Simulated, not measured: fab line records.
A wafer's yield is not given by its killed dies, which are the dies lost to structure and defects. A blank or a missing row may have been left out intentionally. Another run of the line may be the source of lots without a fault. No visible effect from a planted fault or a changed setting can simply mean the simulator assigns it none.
Matching of chambers | flow n5_finfet | N5_BEOL_M0_SAQP_HM_DEP_111 on pecvd-02 has 3 sister chambers
The step deposits SiO2 from SiH4/N2O, target thk 12 nm, time 7.2 s. 20 wafers are shown with their chamber, then 10 later ones without.

== WAFERS WITH THEIR CHAMBER ==
wafer  | chamber | showerhead_plenum_p_Torr (Torr) | heater_power_w (W)
L074.1 | 2       | 7.99                            | 829
L074.4 | 1       | 8.24                            | 1010
L074.6 | 0       | 8.08                            | 699
L078.2 | 0       | 8.06                            | 650
L078.4 | 2       | 8.00                            | 875
L078.6 | 0       | 8.07                            | 663
L081.2 | 0       | 8.08                            | 704
L081.4 | 2       | 7.98                            | 767
L081.6 | 1       | 8.23                            | 1026
L085.2 | 1       | 8.25                            | 957
L085.4 | 0       | 8.09                            | 690
L085.5 | 1       | 8.24                            | 940
L090.1 | 0       | 8.06                            | 597
L090.3 | 1       | 8.25                            | 970
L090.5 | 2       | 8.00                            | 836
L092.3 | 1       | 8.26                            | 931
L092.5 | 1       | 8.24                            | 943
L092.6 | 2       | 8.01                            | 726
L093.2 | 2       | 8.02                            | 776
L093.5 | 0       | 8.08                            | 619

SIGNATURES, as means of the wafers listed above
reading                  | chamber 0 | chamber 1 | chamber 2 | scatter within a chamber
showerhead_plenum_p_Torr | 8.0743    | 8.2443    | 8.0000    | 0.0117
heater_power_w           | 660.29    | 968.14    | 801.50    | 44.1
Rule: for a wafer and a chamber, the distance is found by dividing, reading by reading, the gap between the wafer's reading and the chamber's mean by the reading's scatter, squaring, summing and taking the root. If the next closest chamber is less than 2 further off than the closest, the wafer can't be placed; otherwise it belongs to the closest. The scatter: take each reading less its chamber's mean, square it, sum over the shown wafers, divide by the number of wafers less the number of chambers, and take the root.

== WAFERS WITH NO CHAMBER GIVEN ==
wafer  | showerhead_plenum_p_Torr (Torr) | heater_power_w (W)
L093.6 | 8.00                            | 782
L094.1 | 8.23                            | 893
L094.4 | 8.07                            | 582
L094.6 | 8.25                            | 914
L095.1 | 8.06                            | 707
L095.3 | 8.02                            | 793
L095.4 | 8.01                            | 788
L097.1 | 8.23                            | 903
L097.5 | 8.07                            | 610
L097.6 | 8.22                            | 919

== CHAMBER TAKEN BY EACH ==
wafer  | from the rows above | in truth
L093.6 | 2                   | 2
L094.1 | 1                   | 1
L094.4 | 0                   | 0
L094.6 | 1                   | 1
L095.1 | 0                   | 0
L095.3 | 2                   | 2
L095.4 | 2                   | 2
L097.1 | 1                   | 1
L097.5 | 0                   | 0
L097.6 | 1                   | 1
10 of 10 placed correctly. Can't be placed from these rows: 0. Number placed wrongly: 0.
